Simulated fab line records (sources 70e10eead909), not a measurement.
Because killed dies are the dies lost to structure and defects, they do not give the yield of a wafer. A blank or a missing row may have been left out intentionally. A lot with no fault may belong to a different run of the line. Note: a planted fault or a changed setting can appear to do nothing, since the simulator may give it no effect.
The tool behind it: which one? :: flow nand-harc :: at 1 step of a route of 1302, 6 lots with 18 wafers sampled

== WHAT THE GAUGES READ, wafer by wafer ==
NHARC_P_STI_CD_MEAS_16.
lot: L165
measured: day 3 15:07
on: cd-sem-01
cd-nm (nm): 196.9 197.2 198.3

lot: L168
measured: day 4 21:43
on: cd-sem-01
cd-nm (nm): 199.3 199.8 200.4

lot: L170
measured: day 5 17:32
on: cd-sem-03
cd-nm (nm): 194.0 195.5 195.0

lot: L174
measured: day 7 14:23
on: cd-sem-02
cd-nm (nm): 200.7 202.5 200.4

lot: L183
measured: day 11 04:46
on: cd-sem-01
cd-nm (nm): 198.0 194.3 195.7

lot: L186
measured: day 12 13:13
on: cd-sem-03
cd-nm (nm): 204.3 203.3 202.6

== TOOL THAT RAN EACH LOT (tool first, then ch and the chambers of the sampled wafers, then the start) ==
Before these readings, the record contains no process step.

== THE ANSWER, worked out from the rows above alone ==
Rule: what is usual is taken from the lots themselves. Put in order of their means at a reading, lots are off if they are a third of the lots or fewer, leave a main group of 4 or more, and stand apart from it by a gap of 3 or more times the standard deviation of the main group's means; of several such gaps the widest counts. If all means in a main group match to the digits the tables above print for the reading, that group is not used. A lot without any number at a reading at which 4 lots or more have one is off too. All remaining lots with rows at the step are treated as sound.
Across all readings shown, no lot is off: no conclusion can be drawn from this.

== WHAT WAS PUT IN BY THE SIMULATOR ==
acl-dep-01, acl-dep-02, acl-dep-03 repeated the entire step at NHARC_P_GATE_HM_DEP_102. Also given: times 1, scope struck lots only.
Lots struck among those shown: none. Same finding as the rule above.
